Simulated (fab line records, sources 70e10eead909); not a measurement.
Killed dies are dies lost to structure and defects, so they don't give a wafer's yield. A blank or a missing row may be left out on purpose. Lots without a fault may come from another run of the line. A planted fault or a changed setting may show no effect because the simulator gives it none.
Chamber matching | flow nand_harc | NHARC_A_CHANNEL_HOLE_D1_DEP_01 on pecvd-04: 3 sister chambers
The step deposits SiON, target thk 140 nm. 3 wafers are shown with their chamber, then 7 later ones without.

WAFERS WITH THEIR CHAMBER
wafer  | chamber | heater_power_w (W)
L633.2 | 2       | 655
L637.3 | 1       | 766
L637.4 | 0       | 736

WAFERS WITHOUT THEIR CHAMBER
wafer  | heater_power_w (W)
L637.6 | 774
L640.4 | 657
L640.5 | 807
L640.6 | 647
L641.2 | 875
L641.3 | 676
L641.5 | 900

WHICH CHAMBER EACH WENT THROUGH
wafer  | from the rows above          | in truth
L637.6 | can't be placed: 1 or 0 or 2 | 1
L640.4 | can't be placed: 2 or 0 or 1 | 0
L640.5 | can't be placed: 1 or 0 or 2 | 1
L640.6 | can't be placed: 2 or 0 or 1 | 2
L641.2 | can't be placed: 1 or 0 or 2 | 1
L641.3 | can't be placed: 2 or 0 or 1 | 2
L641.5 | can't be placed: 1 or 0 or 2 | 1
Placed correctly: 0 of 7. Can't be placed from these rows: 7 (the true chamber is among the candidates in 7). Placed wrongly: 0.
How it was worked out, from the rows above alone: a wafer's distance from a chamber is the root of the sum, over the readings, of the square of ((its reading less the chamber's mean) divided by the reading's scatter). The wafer belongs to the nearest chamber; if the next one is less than 2 further off, it can't be placed. A chamber's mean is the mean of its shown wafers. The scatter: with one shown wafer a chamber, the root of the mean of the squares of how far each hidden wafer lies from its nearest shown one.
